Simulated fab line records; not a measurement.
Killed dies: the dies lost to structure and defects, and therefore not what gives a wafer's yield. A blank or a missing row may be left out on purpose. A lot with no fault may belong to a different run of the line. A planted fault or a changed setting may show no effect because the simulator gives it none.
Split-lot study / flow n5-finfet / 39 wafers read from 7 lots, route of 1938 steps

## ON THE SPLIT
At N5_DUMMY_GATE_ETCH_37 (etches SOC in N2/H2, target depth 60 nm, overetch 30 nm), the setting source-w was moved away from the recipe's 840 W on 9 of the 39 wafers read, by +6.3% to +15.4%. This setting was run at the recipe's value on the other wafers.

The reading comes from the split's own step.

## THE READING
rf-vpp-V, in V, at N5_DUMMY_GATE_ETCH_37 (etches SOC in N2/H2, target depth 60 nm, overetch 30 nm). Fault-free wafers of this fab line usually give 524.8 V, standard deviation 2.4 V.

wafer=L074.1; tool, chamber at the split=rie-diel-04, 2; source-w as run, W=969.2; against the recipe=+15.4%; rf-vpp-V, V=497.1; against lot-mates on the recipe=-24.5
wafer=L074.2; tool, chamber at the split=rie-diel-04, 3; source-w as run, W=969.2; against the recipe=+15.4%; rf-vpp-V, V=498.5; against lot-mates on the recipe=-23.1
wafer=L074.3; tool, chamber at the split=rie-diel-04, 1; source-w as run, W=840; against the recipe=recipe; rf-vpp-V, V=520.2; against lot-mates on the recipe=-
wafer=L074.4; tool, chamber at the split=rie-diel-04, 1; source-w as run, W=840; against the recipe=recipe; rf-vpp-V, V=521.2; against lot-mates on the recipe=-
wafer=L074.5; tool, chamber at the split=rie-diel-04, 2; source-w as run, W=840; against the recipe=recipe; rf-vpp-V, V=523.5; against lot-mates on the recipe=-
wafer=L074.6; tool, chamber at the split=rie-diel-04, 3; source-w as run, W=969.2; against the recipe=+15.4%; rf-vpp-V, V=500.5; against lot-mates on the recipe=-21.1
wafer=L075.1; tool, chamber at the split=rie-diel-02, 2; source-w as run, W=840; against the recipe=recipe; rf-vpp-V, V=521.2; against lot-mates on the recipe=-
wafer=L075.2; tool, chamber at the split=rie-diel-02, 3; source-w as run, W=840; against the recipe=recipe; rf-vpp-V, V=526.3; against lot-mates on the recipe=-
wafer=L075.3; tool, chamber at the split=rie-diel-02, 1; source-w as run, W=840; against the recipe=recipe; rf-vpp-V, V=523.4; against lot-mates on the recipe=-
wafer=L075.4; tool, chamber at the split=rie-diel-02, 0; source-w as run, W=840; against the recipe=recipe; rf-vpp-V, V=524.5; against lot-mates on the recipe=-
wafer=L075.5; tool, chamber at the split=rie-diel-02, 2; source-w as run, W=840; against the recipe=recipe; rf-vpp-V, V=521.4; against lot-mates on the recipe=-
wafer=L075.6; tool, chamber at the split=rie-diel-02, 3; source-w as run, W=840; against the recipe=recipe; rf-vpp-V, V=525.6; against lot-mates on the recipe=-
wafer=L087.1; tool, chamber at the split=rie-diel-06, 2; source-w as run, W=840; against the recipe=recipe; rf-vpp-V, V=525.4; against lot-mates on the recipe=-
wafer=L087.2; tool, chamber at the split=rie-diel-06, 1; source-w as run, W=840; against the recipe=recipe; rf-vpp-V, V=527.2; against lot-mates on the recipe=-
wafer=L087.3; tool, chamber at the split=rie-diel-06, 3; source-w as run, W=840; against the recipe=recipe; rf-vpp-V, V=522.3; against lot-mates on the recipe=-
wafer=L089.1; tool, chamber at the split=rie-diel-04, 0; source-w as run, W=840; against the recipe=recipe; rf-vpp-V, V=526.3; against lot-mates on the recipe=-
wafer=L089.2; tool, chamber at the split=rie-diel-04, 2; source-w as run, W=840; against the recipe=recipe; rf-vpp-V, V=523.9; against lot-mates on the recipe=-
wafer=L089.3; tool, chamber at the split=rie-diel-04, 1; source-w as run, W=840; against the recipe=recipe; rf-vpp-V, V=528.5; against lot-mates on the recipe=-
wafer=L089.4; tool, chamber at the split=rie-diel-04, 2; source-w as run, W=840; against the recipe=recipe; rf-vpp-V, V=523.3; against lot-mates on the recipe=-
wafer=L089.5; tool, chamber at the split=rie-diel-04, 1; source-w as run, W=840; against the recipe=recipe; rf-vpp-V, V=527.3; against lot-mates on the recipe=-
wafer=L089.6; tool, chamber at the split=rie-diel-04, 0; source-w as run, W=840; against the recipe=recipe; rf-vpp-V, V=526.1; against lot-mates on the recipe=-
wafer=L091.1; tool, chamber at the split=rie-diel-04, 1; source-w as run, W=935; against the recipe=+11.3%; rf-vpp-V, V=508.4; against lot-mates on the recipe=-17.8
wafer=L091.2; tool, chamber at the split=rie-diel-04, 3; source-w as run, W=935; against the recipe=+11.3%; rf-vpp-V, V=504.4; against lot-mates on the recipe=-21.8
wafer=L091.3; tool, chamber at the split=rie-diel-04, 0; source-w as run, W=840; against the recipe=recipe; rf-vpp-V, V=526.8; against lot-mates on the recipe=-
wafer=L091.4; tool, chamber at the split=rie-diel-04, 3; source-w as run, W=840; against the recipe=recipe; rf-vpp-V, V=522.2; against lot-mates on the recipe=-
wafer=L091.5; tool, chamber at the split=rie-diel-04, 1; source-w as run, W=840; against the recipe=recipe; rf-vpp-V, V=529.5; against lot-mates on the recipe=-
wafer=L091.6; tool, chamber at the split=rie-diel-04, 0; source-w as run, W=935; against the recipe=+11.3%; rf-vpp-V, V=508.1; against lot-mates on the recipe=-18.1
wafer=L092.1; tool, chamber at the split=rie-diel-04, 0; source-w as run, W=840; against the recipe=recipe; rf-vpp-V, V=527.0; against lot-mates on the recipe=-
wafer=L092.2; tool, chamber at the split=rie-diel-04, 1; source-w as run, W=840; against the recipe=recipe; rf-vpp-V, V=529.3; against lot-mates on the recipe=-
wafer=L092.3; tool, chamber at the split=rie-diel-04, 3; source-w as run, W=840; against the recipe=recipe; rf-vpp-V, V=524.4; against lot-mates on the recipe=-
wafer=L092.4; tool, chamber at the split=rie-diel-04, 0; source-w as run, W=840; against the recipe=recipe; rf-vpp-V, V=526.7; against lot-mates on the recipe=-
wafer=L092.5; tool, chamber at the split=rie-diel-04, 1; source-w as run, W=840; against the recipe=recipe; rf-vpp-V, V=528.2; against lot-mates on the recipe=-
wafer=L092.6; tool, chamber at the split=rie-diel-04, 3; source-w as run, W=840; against the recipe=recipe; rf-vpp-V, V=522.0; against lot-mates on the recipe=-
wafer=L093.1; tool, chamber at the split=rie-diel-04, 3; source-w as run, W=893.2; against the recipe=+6.3%; rf-vpp-V, V=512.4; against lot-mates on the recipe=-14.1
wafer=L093.2; tool, chamber at the split=rie-diel-04, 1; source-w as run, W=840; against the recipe=recipe; rf-vpp-V, V=527.8; against lot-mates on the recipe=-
wafer=L093.3; tool, chamber at the split=rie-diel-04, 0; source-w as run, W=893.2; against the recipe=+6.3%; rf-vpp-V, V=516.6; against lot-mates on the recipe=-9.9
wafer=L093.4; tool, chamber at the split=rie-diel-04, 2; source-w as run, W=893.2; against the recipe=+6.3%; rf-vpp-V, V=512.5; against lot-mates on the recipe=-14.0
wafer=L093.5; tool, chamber at the split=rie-diel-04, 3; source-w as run, W=840; against the recipe=recipe; rf-vpp-V, V=523.9; against lot-mates on the recipe=-
wafer=L093.6; tool, chamber at the split=rie-diel-04, 0; source-w as run, W=840; against the recipe=recipe; rf-vpp-V, V=527.8; against lot-mates on the recipe=-

THE FIT
A straight line over all 39 wafers: rf-vpp-V changes by -1.69 V for each +1% of source-w; r = -0.96; the points scatter about the line by 2.5 V.
The same after taking each lot's own level away (the mean of its wafers on the recipe; 39 wafers): -1.59 V for each +1%; r = -0.96; scatter 2.3 V.
Per that fit: largest source-w move, reading shift of 25 V.
The lots' own levels span 521.63 to 526.50 V, that is 2.0 times the standard deviation above.
Hence the lot-to-lot level has little effect on the slope; both slopes agree.
Check: with one of the wafers moved furthest among these (+15.4%) left out of the fit, the line predicts -24.7 V for it against its lot-mates. Against them it came out at -24.5 V.
Tool readings at the split's step, against how far the setting was moved: rf-vpp-V r = -0.96.

## THESE WAFERS: OTHER SPLITS
Other splits were also applied to these wafers ahead of the reading. Each is held against what the fit with the lots' levels taken away leaves over:
other split on the same wafers=N5_WELL_APT_EXPOSE_22 dose-mj; wafers away from the commonest value=12; r with rf-vpp-V (lot level and that fit taken away)=-0.06
other split on the same wafers=N5_FIN_SAQP_HM_DEP_72 target-thk-a; wafers away from the commonest value=9; r with rf-vpp-V (lot level and that fit taken away)=-0.11
other split on the same wafers=N5_FIN_SAQP_ETCH_52 source-w; wafers away from the commonest value=12; r with rf-vpp-V (lot level and that fit taken away)=-0.07

## FILE'S OWN FIT
rf-vpp-V changes by -1.61 V for each +1% of source-w, r = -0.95.
